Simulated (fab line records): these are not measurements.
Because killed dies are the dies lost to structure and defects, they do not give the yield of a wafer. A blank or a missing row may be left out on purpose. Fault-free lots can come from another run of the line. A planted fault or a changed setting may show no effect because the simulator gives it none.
fab line records    flow nandHarc    part 1 of 2: steps 1 to 4 of 6
record: lots: 21  wafers: 63  lastDay: 32
route steps=1302 shown A_STAIRCASE@809 A_SGD_CUT@906 A_SLIT@922
lots with no fault: from the same line, run without faults
startH: hours from the record's opening day to when the first of the lot's shown wafers began    waitH: hours from the lot's prior step to this one    " as in the row above    L1.1+2: a single row standing in for several wafers    - no value present, or no start provided    * or withheld: withheld    < > ~ a bound
route shown NAME@n: names a module that has steps shown in the file, with the first one's number in the route    usual: mean/standard deviation of fault-free wafers    same: alike in all rows    chamber/n: place in a boat    sites: the reading at each site    _std_site: standard deviation of those values    _edge_site: outer sites' mean less inner sites'    radiusMm: how far each site lies from the wafer's centre    mask NAME#n: copy n    behind: the most recent tool/chamber to have shaped the wafer    hold: why the lot was held/for how many hours/how that ended    device: whichever transistor did not switch (one of n, p or np)    end of line: tests of these same wafers at the route's end    a step given without rows: its recipe and nothing more    killed: at the first sort, the dies lost to defects and structure; wafer yield is something else    map: dies across one wafer; x = killed, . = not, _ = none there
set.NAME: the setting the step ran with; set.NAME@STEP: the setting that earlier step ran with    model.NAME: the simulator's own value behind a step, which no gauge read
the route's steps for a sample of lots (tables are steps, rows are wafers)
services: the hour from which a tool's chamber was out of use, counted from the record's first day as startH (under 0 if before that day), plus the number of hours and why
== steps ==
step: NHARC_A_STAIRCASE_HM_OPEN_460
recipe: o2FlowSccm: 400  cosFlowSccm: 20  arFlowSccm: 0  rfW: 500  biasW: 300  chemistry: O2/COS
usual: drypumpMotorCurrentA: 5.5/0.49  oesProductAu: 1.000/0.01  rfVppV: 467.3/2.9  showerheadPlenumPTorr: 3.13/0.13  throttleValvePct: 28.331/0.0093
lot.wafer  tool        chamber  startH  waitH  drypumpMotorCurrentA  oesProductAu  rfHoursCounterH  rfVppV  showerheadPlenumPTorr  throttleValvePct
L074.3     rieDiel-01  0        -       -      4.9                   0.992         48               466.5   3.07                   28.338
L074.2     "           1        "       "      5.8                   1.008         56               463.1   2.92                   28.316
L074.6     "           0        "       "      4.9                   0.991         -                465.8   3.07                   28.336
L075.3     rieDiel-08  3        -       -      5.8                   1.010         0                464.3   3.02                   28.345
L075.6     "           1        "       "      5.6                   0.990         -                467.0   3.04                   28.335
L075.5     "           2        "       "      6.1                   0.993         -                463.6   2.97                   28.308
L076.4     rieDiel-08  2        -       -      6.1                   1.002         14               463.3   2.97                   28.329
L076.2     "           1        "       "      5.6                   0.997         12               466.2   3.04                   28.338
L076.5     "           3        "       "      5.8                   1.011         -                465.3   3.01                   28.326
L078.4     rieDiel-01  2        -       -      5.9                   0.995         8                470.9   3.28                   28.327
L078.1     "           1        "       "      5.8                   0.995         9                462.1   2.91                   28.331
L078.6     "           2        "       "      5.9                   0.999         -                471.6   3.28                   28.325
L079.3     rieDiel-08  0        -       -      4.9                   1.010         19               469.3   3.18                   28.340
L079.2     "           2        "       "      6.1                   0.990         17               463.1   2.96                   28.342
L079.6     "           3        "       "      5.8                   1.021         -                465.2   3.01                   28.309
L080.1     rieDiel-01  3        -       -      5.5                   1.008         12               469.4   3.22                   28.326
L080.3     "           1        "       "      5.8                   1.000         19               462.1   2.91                   28.337
L080.5     "           3        "       "      5.5                   0.997         -                468.4   3.22                   28.321
L083.1     rieDiel-08  1        -       -      5.6                   1.001         28               465.8   3.03                   28.342
L083.2     "           3        "       "      5.8                   1.021         36               463.9   3.00                   28.321
L083.6     "           1        "       "      5.6                   1.005         -                467.3   3.03                   28.331
L082.3     rieDiel-01  3        -       -      5.5                   0.997         25               468.6   3.22                   28.326
L082.2     "           1        "       "      5.8                   0.996         30               461.8   2.90                   28.328
L082.4     "           1        "       "      5.8                   0.994         -                462.3   2.90                   28.324
L084.2     rieDiel-07  0        -       -      4.8                   0.981         1                469.0   3.21                   28.322
L084.1     "           2        "       "      6.1                   0.996         1                469.1   3.21                   28.331
L084.4     "           3        "       "      4.7                   1.002         1                464.1   3.00                   28.338
L085.3     rieDiel-07  0        -       -      4.8                   0.975         2                469.0   3.21                   28.331
L085.1     "           1        "       "      5.7                   1.017         2                472.4   3.34                   28.332
L085.6     "           2        "       "      6.1                   0.999         -                469.3   3.21                   28.320
L086.2     rieDiel-07  0        -       -      4.8                   0.985         6                469.8   3.20                   28.322
L086.3     "           1        "       "      5.7                   1.015         7                471.1   3.34                   28.331
L086.6     "           3        "       "      4.7                   1.008         -                463.9   2.99                   28.318
L087.1     rieDiel-01  3        -       -      5.5                   1.011         39               468.1   3.21                   28.323
L087.3     "           1        "       "      5.8                   1.003         39               463.2   2.90                   28.321
L087.2     "           2        "       "      5.9                   1.013         40               470.0   3.27                   28.332
L088.4     rieDiel-07  2        -       -      6.1                   0.997         14               469.1   3.21                   28.332
L088.2     "           3        "       "      4.7                   1.003         12               464.5   2.99                   28.333
L088.5     "           0        "       "      4.8                   0.992         -                469.6   3.20                   28.344
L089.3     rieDiel-08  3        -       -      5.8                   1.004         53               464.9   2.99                   28.349
L089.4     "           0        "       "      5.0                   0.990         51               466.6   3.16                   28.327
L089.6     "           1        "       "      5.6                   0.986         -                463.9   3.02                   28.343
L092.3     rieDiel-01  3        -       -      5.5                   1.010         51               467.4   3.20                   28.330
L092.6     "           3        "       "      5.5                   1.009         -                468.7   3.20                   28.344
L092.5     "           0        "       "      4.9                   1.006         -                465.2   3.05                   28.324
L091.1     rieDiel-01  0        -       -      4.9                   1.011         54               466.3   3.05                   28.328
L091.5     "           3        "       "      5.5                   1.006         -                469.3   3.20                   28.336
L091.6     "           0        "       "      4.9                   1.013         -                464.8   3.05                   28.320
L094.4     rieDiel-07  1        -       -      5.7                   1.004         37               470.3   3.32                   28.332
L094.6     "           2        "       "      6.1                   0.989         -                469.0   3.19                   28.328
L094.5     "           3        "       "      4.7                   0.989         -                463.9   2.98                   28.344
L093.2     rieDiel-07  1        -       -      5.7                   1.002         39               470.9   3.32                   28.339
L093.3     "           2        "       "      6.1                   0.986         42               468.7   3.19                   28.330
L093.4     "           3        "       "      4.7                   0.994         44               463.5   2.98                   28.318
L095.4     rieDiel-01  0        -       -      4.9                   1.010         10               465.8   3.04                   28.336
L095.2     "           1        "       "      5.8                   1.011         11               472.6   3.37                   28.339
L095.5     "           3        "       "      5.5                   1.001         -                469.2   3.20                   28.333
L096.1     rieDiel-07  2        -       -      6.1                   0.986         45               470.6   3.19                   28.341
L096.2     "           3        "       "      4.6                   1.000         46               464.4   2.97                   28.312
L096.4     "           1        "       "      5.7                   0.992         41               471.2   3.32                   28.335
L097.1     rieDiel-01  3        -       -      5.5                   1.003         13               469.4   3.19                   28.336
L097.3     "           0        "       "      4.9                   1.004         14               465.9   3.04                   28.340
L097.2     "           1        "       "      5.8                   1.014         17               472.9   3.36                   28.343
step: NHARC_A_STAIRCASE_STRIP_295
recipe: o2FlowSccm: 500  arFlowSccm: 0  biasW: 0  chemistry: O2
usual: drypumpMotorCurrentA: 5.5/0.5  oesProductAu: 1.000/0.0095  rfVppV: 57.7/0.93  showerheadPlenumPTorr: 3.53/0.15  throttleValvePct: 17.037/0.0094
lot.wafer  tool        chamber  startH  waitH  drypumpMotorCurrentA  oesProductAu  rfHoursCounterH  rfVppV  showerheadPlenumPTorr  throttleValvePct
L074.3     rieDiel-01  2        -       -      5.9                   1.000         59               57.5    3.71                   17.044
L074.2     "           0        "       "      4.9                   0.989         49               60.5    3.47                   17.032
L074.6     "           1        "       "      5.8                   1.003         -                57.3    3.30                   17.044
L075.3     rieDiel-08  0        -       -      5.0                   1.007         1                56.8    3.60                   17.033
L075.5     "           0        "       "      5.0                   1.003         -                58.3    3.60                   17.038
L075.6     "           1        "       "      5.6                   0.986         -                57.7    3.44                   17.033
L076.4     rieDiel-08  3        -       -      5.8                   1.014         18               56.5    3.40                   17.036
L076.2     "           1        "       "      5.6                   0.990         13               57.9    3.43                   17.036
L076.5     "           2        "       "      6.1                   0.989         -                57.0    3.35                   17.037
L078.1     rieDiel-01  3        -       -      5.5                   1.012         8                59.4    3.64                   17.025
L078.4     "           1        "       "      5.8                   1.007         10               58.1    3.29                   17.037
L078.6     "           3        "       "      5.5                   0.997         -                58.3    3.64                   17.039
L079.2     rieDiel-08  2        -       -      6.1                   1.003         18               57.9    3.35                   17.031
L079.3     "           3        "       "      5.8                   1.012         21               56.7    3.40                   17.032
L079.6     "           1        "       "      5.6                   0.994         -                57.3    3.43                   17.032
L080.1     rieDiel-01  2        -       -      5.9                   0.998         18               57.9    3.70                   17.045
L080.3     "           0        "       "      5.0                   1.011         16               57.8    3.46                   17.035
L080.5     "           1        "       "      5.8                   1.005         -                57.1    3.29                   17.045
L083.2     rieDiel-08  1        -       -      5.6                   0.996         30               58.0    3.43                   17.065
L083.1     "           3        "       "      5.8                   1.020         36               57.6    3.39                   17.014
L083.6     "           1        "       "      5.6                   0.997         -                58.9    3.43                   17.042
L082.3     rieDiel-01  2        -       -      5.9                   1.010         29               57.3    3.70                   17.050
L082.2     "           1        "       "      5.8                   0.992         30               56.9    3.28                   17.052
L082.4     "           1        "       "      5.8                   1.001         -                57.7    3.28                   17.029
L084.4     rieDiel-07  2        -       -      6.1                   0.995         2                57.7    3.63                   17.043
L084.1     "           3        "       "      4.7                   1.000         1                56.8    3.39                   17.048
L084.2     "           0        "       "      4.8                   0.986         2                56.6    3.62                   17.040
L085.3     rieDiel-07  3        -       -      4.7                   1.000         2                55.8    3.39                   17.016
L085.1     "           0        "       "      4.8                   0.977         2                58.9    3.62                   17.041
L085.6     "           2        "       "      6.1                   0.994         -                57.2    3.63                   17.038
L086.2     rieDiel-07  0        -       -      4.8                   0.979         7                56.9    3.62                   17.052
L086.3     "           1        "       "      5.7                   1.007         7                58.0    3.77                   17.049
L086.6     "           1        "       "      5.7                   1.007         -                58.9    3.77                   17.030
L087.1     rieDiel-01  0        -       -      4.9                   1.000         39               58.5    3.45                   17.040
L087.3     "           2        "       "      5.9                   1.010         40               57.7    3.69                   17.042
L087.2     "           3        "       "      5.5                   1.006         39               58.1    3.63                   17.055
L088.2     rieDiel-07  2        -       -      6.1                   1.000         14               59.5    3.62                   17.041
L088.4     "           3        "       "      4.7                   1.007         13               58.1    3.38                   17.034
L088.5     "           0        "       "      4.8                   0.982         -                56.7    3.62                   17.038
L089.3     rieDiel-08  3        -       -      5.8                   1.007         54               56.4    3.38                   17.046
L089.4     "           0        "       "      5.0                   1.005         51               59.3    3.57                   17.042
L089.6     "           2        "       "      6.1                   1.003         -                57.2    3.33                   17.031
L092.3     rieDiel-01  1        -       -      5.8                   1.007         58               58.0    3.27                   17.027
L092.5     "           0        "       "      4.9                   1.006         -                56.4    3.44                   17.033
L092.6     "           1        "       "      5.8                   1.005         -                57.9    3.27                   17.041
L091.1     rieDiel-07  2        535.00  -      6.1                   0.981         32               57.3    3.61                   17.055
L091.5     "           2        "       "      6.1                   0.985         -                58.6    3.61                   17.034
L091.6     "           1        "       "      5.7                   0.999         -                58.0    3.76                   17.037
L094.4     rieDiel-07  1        -       -      5.7                   0.999         38               57.4    3.75                   17.044
L094.6     "           3        "       "      4.7                   0.982         -                55.9    3.37                   17.038
L094.5     "           0        "       "      4.8                   0.996         -                57.3    3.61                   17.036
L093.2     rieDiel-07  0        -       -      4.8                   0.997         22               57.6    3.61                   17.031
L093.3     "           2        "       "      6.2                   1.001         43               56.7    3.61                   17.044
L093.4     "           3        "       "      4.7                   1.002         45               57.9    3.36                   17.027
L095.2     rieDiel-01  1        -       -      5.8                   1.004         12               60.1    3.80                   17.036
L095.4     "           2        "       "      5.9                   1.019         10               57.7    3.67                   17.028
L095.5     "           3        "       "      5.5                   1.004         -                58.7    3.61                   17.039
L096.2     rieDiel-07  3        -       -      4.7                   0.996         47               57.3    3.36                   17.028
L096.4     "           0        "       "      4.8                   0.995         24               58.8    3.61                   17.026
L096.1     "           1        "       "      5.7                   1.005         42               58.1    3.75                   17.058
L097.3     rieDiel-01  2        -       -      5.9                   1.009         16               59.3    3.67                   17.033
L097.2     "           3        "       "      5.6                   1.007         14               57.2    3.61                   17.040
L097.1     "           0        "       "      4.9                   1.015         15               57.2    3.43                   17.030
step: NHARC_A_STAIRCASE_STRIP_316
recipe: o2FlowSccm: 500  arFlowSccm: 0  biasW: 0  chemistry: O2
usual: drypumpMotorCurrentA: 5.6/0.47  oesProductAu: 1.002/0.01  rfVppV: 57.7/0.87  showerheadPlenumPTorr: 3.50/0.15  throttleValvePct: 17.037/0.0096
lot.wafer  tool        chamber  startH  waitH  drypumpMotorCurrentA  oesProductAu  rfHoursCounterH  rfVppV  showerheadPlenumPTorr  throttleValvePct
L074.2     rieDiel-08  0        -       -      4.9                   1.004         2                58.3    3.60                   17.035
L074.3     "           2        "       "      6.1                   0.991         2                57.9    3.36                   17.050
L074.6     "           0        "       "      5.0                   1.017         -                57.6    3.60                   17.029
L075.3     rieDiel-07  3        -       -      4.6                   1.026         31               57.5    3.40                   17.038
L075.5     "           2        "       "      6.1                   1.010         -                58.3    3.64                   17.025
L075.6     "           3        "       "      4.6                   1.017         -                56.9    3.40                   17.024
L076.2     rieDiel-07  2        -       -      6.1                   1.025         33               57.8    3.64                   17.033
L076.4     "           3        "       "      4.7                   1.032         42               58.0    3.40                   17.037
L076.5     "           2        "       "      6.1                   1.014         -                58.0    3.64                   17.035
L078.1     rieDiel-07  1        -       -      5.8                   1.003         34               59.4    3.78                   17.044
L078.4     "           2        "       "      6.2                   1.013         33               58.2    3.64                   17.039
L078.6     "           0        "       "      4.8                   0.981         -                57.9    3.63                   17.031
L079.2     rieDiel-01  0        -       -      4.9                   1.005         15               57.4    3.46                   17.035
L079.3     "           1        "       "      5.8                   1.005         19               57.1    3.29                   17.026
L079.6     "           0        "       "      4.9                   1.002         -                57.4    3.46                   17.035
L080.3     rieDiel-08  0        -       -      5.0                   0.998         27               57.0    3.58                   17.050
L080.1     "           1        "       "      5.6                   0.990         20               58.1    3.43                   17.032
L080.5     "           0        "       "      5.0                   1.000         -                58.1    3.58                   17.040
L083.1     rieDiel-01  0        -       -      4.9                   1.010         29               57.8    3.46                   17.024
L083.2     "           1        "       "      5.8                   1.001         32               56.6    3.28                   17.054
L083.6     "           1        "       "      5.8                   1.000         -                56.8    3.28                   17.022
L082.4     rieDiel-08  2        -       -      6.1                   0.987         36               56.6    3.34                   17.051
L082.2     "           3        "       "      5.8                   0.999         39               58.6    3.39                   17.035
L082.3     "           1        "       "      5.6                   0.983         33               57.6    3.42                   17.060
L085.3     rieDiel-07  3        -       -      4.6                   1.003         7                57.8    3.38                   17.048
L085.1     "           1        "       "      5.7                   1.003         5                58.7    3.77                   17.033
L085.6     "           3        "       "      4.7                   1.008         -                56.9    3.38                   17.038
L084.1     rieDiel-01  1        -       -      5.8                   1.001         37               56.0    3.28                   17.035
L084.4     "           2        "       "      5.9                   1.003         38               57.7    3.69                   17.051
L084.2     "           3        "       "      5.5                   1.006         37               57.9    3.63                   17.043
L086.2     rieDiel-01  2        -       -      5.9                   1.003         41               58.6    3.69                   17.038
L086.3     "           0        "       "      4.9                   1.007         39               56.7    3.45                   17.037
L086.6     "           2        "       "      5.9                   1.004         -                58.3    3.69                   17.027
L087.1     rieDiel-08  1        -       -      5.6                   1.003         44               57.8    3.42                   17.033
L087.2     "           2        "       "      6.1                   0.997         49               57.1    3.33                   17.043
L087.3     "           3        "       "      5.8                   1.016         52               57.7    3.39                   17.041
L088.4     rieDiel-01  0        -       -      4.9                   1.005         42               57.8    3.45                   17.029
L088.2     "           1        "       "      5.8                   0.994         46               58.0    3.28                   17.031
L088.5     "           0        "       "      4.9                   0.991         -                56.0    3.45                   17.042
L089.3     rieDiel-08  3        -       -      5.8                   1.013         57               56.4    3.38                   17.034
L089.4     "           0        "       "      5.0                   1.008         54               59.3    3.57                   17.027
L089.6     "           2        "       "      6.1                   0.989         -                57.7    3.33                   17.019
L092.3     rieDiel-08  1        -       -      5.6                   1.006         1                58.1    3.41                   17.018
L092.6     "           2        "       "      6.1                   1.003         -                58.7    3.33                   17.048
L092.5     "           1        "       "      5.7                   1.011         -                58.4    3.41                   17.031
L091.1     rieDiel-07  3        -       -      4.7                   0.990         38               56.6    3.37                   17.033
L091.6     "           0        "       "      4.8                   0.990         -                59.0    3.62                   17.054
L091.5     "           1        "       "      5.7                   1.009         -                58.6    3.75                   17.021
L094.4     rieDiel-01  2        -       -      5.9                   1.014         8                58.6    3.67                   17.029
L094.5     "           1        "       "      5.8                   1.012         -                57.0    3.80                   17.039
L094.6     "           2        "       "      5.9                   1.011         -                59.0    3.67                   17.046
L093.4     rieDiel-01  1        -       -      5.8                   1.003         11               59.6    3.80                   17.036
L093.3     "           2        "       "      5.9                   1.023         9                58.6    3.67                   17.025
L093.2     "           3        "       "      5.6                   0.998         9                57.0    3.61                   17.035
L095.4     rieDiel-08  3        -       -      5.8                   0.998         21               57.4    3.37                   17.047
L095.2     "           0        "       "      5.0                   0.993         13               56.8    3.56                   17.036
L095.5     "           2        "       "      6.2                   1.005         -                57.3    3.32                   17.054
L096.1     rieDiel-08  2        -       -      6.1                   0.997         19               57.1    3.32                   17.042
L096.4     "           3        "       "      5.8                   1.005         21               58.1    3.37                   17.042
L096.2     "           0        "       "      5.0                   0.992         13               58.4    3.56                   17.047
L097.3     rieDiel-08  1        -       -      5.6                   1.011         22               56.9    3.40                   17.037
L097.2     "           2        "       "      6.1                   1.001         21               56.5    3.32                   17.033
L097.1     "           3        "       "      5.8                   1.003         24               56.9    3.37                   17.063
step: NHARC_A_STAIRCASE_ETCHBACK_157
recipe: targetDepthA: 900  overEtchFrac: 0.3  timeS: 167.14  ionEnergyEv: 120  ch3fFlowSccm: 50  o2FlowSccm: 30  arFlowSccm: 200  rfW: 500  biasW: 100  chemistry: CH3F/O2
usual: drypumpMotorCurrentA: 5.5/0.49  oesProductAu: 0.96/0.034  rfVppV: 244.4/1.6  showerheadPlenumPTorr: 2.46/0.11  throttleValvePct: 20.663/0.0081
lot.wafer  tool        chamber  startH  waitH  drypumpMotorCurrentA  oesProductAu  rfHoursCounterH  rfVppV  showerheadPlenumPTorr  throttleValvePct
L074.2     rieDiel-07  1        410.42  0.2    5.7                   0.94          36               246.6   2.64                   20.653
L074.3     "           2        "       "      6.1                   0.94          35               245.5   2.54                   20.668
L074.6     "           3        "       "      4.6                   0.94          -                242.8   2.36                   20.674
L075.3     rieDiel-08  1        417.61  0.2    5.6                   0.91          19               243.2   2.39                   20.671
L075.5     "           1        "       "      5.6                   0.92          -                243.8   2.39                   20.661
L075.6     "           2        "       "      6.1                   0.92          -                242.8   2.33                   20.664
L076.4     rieDiel-08  0        440.67  0.2    5.0                   0.97          32               246.4   2.50                   20.674
L076.2     "           3        "       "      5.8                   0.97          33               243.6   2.36                   20.665
L076.5     "           1        "       "      5.6                   0.96          -                245.1   2.39                   20.665
L078.4     rieDiel-08  0        440.94  0.2    5.0                   0.92          32               244.6   2.50                   20.669
L078.1     "           1        "       "      5.6                   0.93          26               244.9   2.39                   20.657
L078.6     "           3        "       "      5.8                   0.94          -                244.7   2.36                   20.657
L079.3     rieDiel-01  2        465.30  0.2    5.9                   0.97          36               246.7   2.58                   20.663
L079.2     "           1        "       "      5.8                   0.98          36               241.4   2.28                   20.652
L079.6     "           2        "       "      5.9                   0.97          -                245.5   2.58                   20.675
L080.1     rieDiel-07  3        470.81  0.2    4.7                   1.00          7                242.2   2.35                   20.669
L080.3     "           1        "       "      5.7                   1.01          5                248.0   2.63                   20.656
L080.5     "           3        "       "      4.7                   1.00          -                243.7   2.36                   20.667
L083.2     rieDiel-08  2        505.13  0.3    6.1                   0.92          54               242.2   2.32                   20.658
L083.1     "           0        "       "      5.0                   0.93          55               244.7   2.49                   20.668
L083.6     "           2        "       "      6.1                   0.93          -                242.4   2.32                   20.666
L082.3     rieDiel-01  2        505.83  0.2    5.9                   0.92          52               246.7   2.57                   20.657
L082.4     "           3        "       "      5.5                   0.93          47               245.3   2.53                   20.669
L082.2     "           0        "       "      4.9                   0.92          46               243.4   2.40                   20.647
L085.1     rieDiel-01  0        515.94  0.2    4.9                   0.96          49               244.8   2.40                   20.673
L085.3     "           2        "       "      5.9                   0.95          57               246.0   2.57                   20.657
L085.6     "           0        "       "      4.9                   0.96          -                242.0   2.40                   20.660
L084.2     rieDiel-08  0        516.98  0.2    5.0                   0.95          58               244.2   2.49                   20.658
L084.4     "           1        "       "      5.6                   0.94          52               244.9   2.38                   20.658
L084.1     "           3        "       "      5.8                   0.94          61               243.8   2.35                   20.663
L087.2     rieDiel-08  1        534.56  0.1    5.6                   1.00          2                244.5   2.37                   20.681
L087.3     "           2        "       "      6.1                   1.00          2                242.9   2.32                   20.662
L087.1     "           3        "       "      5.8                   1.00          2                241.8   2.35                   20.670
L086.3     rieDiel-07  2        536.48  0.2    6.1                   0.91          33               247.3   2.52                   20.660
L086.2     "           3        "       "      4.6                   0.92          34               242.5   2.34                   20.667
L086.6     "           3        "       "      4.6                   0.92          -                243.8   2.34                   20.658
L089.4     rieDiel-07  1        546.91  0.2    5.7                   1.02          34               245.3   2.62                   20.663
L089.3     "           3        "       "      4.7                   1.01          39               241.7   2.34                   20.663
L089.6     "           1        "       "      5.7                   1.03          -                246.0   2.62                   20.652
L088.4     rieDiel-07  1        547.18  0.1    5.7                   0.92          34               246.4   2.62                   20.670
L088.2     "           0        "       "      4.8                   0.92          17               244.4   2.52                   20.648
L088.5     "           2        "       "      6.1                   0.91          -                246.0   2.52                   20.665
L092.3     rieDiel-01  0        585.54  0.2    4.9                   1.01          15               243.8   2.39                   20.667
L092.6     "           0        "       "      4.9                   1.00          -                243.8   2.39                   20.650
L092.5     "           1        "       "      5.8                   1.01          -                247.9   2.65                   20.670
L091.1     rieDiel-01  1        586.13  0.2    5.8                   1.02          18               245.9   2.65                   20.665
L091.6     "           1        "       "      5.8                   1.02          -                248.0   2.65                   20.668
L091.5     "           2        "       "      5.9                   1.02          -                246.5   2.56                   20.664
L093.3     rieDiel-07  3        620.57  0.1    4.6                   0.93          63               241.8   2.33                   20.661
L093.4     "           1        "       "      5.7                   0.94          55               247.4   2.61                   20.662
L093.2     "           2        "       "      6.1                   0.92          61               245.5   2.51                   20.658
L094.4     rieDiel-08  1        620.68  0.1    5.6                   0.95          32               243.1   2.36                   20.662
L094.5     "           0        "       "      5.0                   0.95          -                245.5   2.48                   20.647
L094.6     "           1        "       "      5.6                   0.94          -                241.5   2.36                   20.678
L096.4     rieDiel-01  2        628.81  0.1    5.9                   0.93          29               245.8   2.55                   20.663
L096.2     "           3        "       "      5.5                   0.91          28               245.5   2.51                   20.654
L096.1     "           0        "       "      4.9                   0.94          30               243.1   2.39                   20.675
L095.4     rieDiel-01  3        629.04  0.2    5.5                   0.98          28               245.2   2.51                   20.655
L095.2     "           1        "       "      5.8                   0.99          30               247.1   2.65                   20.670
L095.5     "           2        "       "      5.9                   0.99          -                245.5   2.55                   20.670
L097.1     rieDiel-07  0        638.32  0.2    4.8                   0.99          1                244.9   2.51                   20.667
L097.2     "           1        "       "      5.7                   1.00          1                245.3   2.61                   20.653
L097.3     "           2        "       "      6.1                   0.99          1                244.2   2.51                   20.664
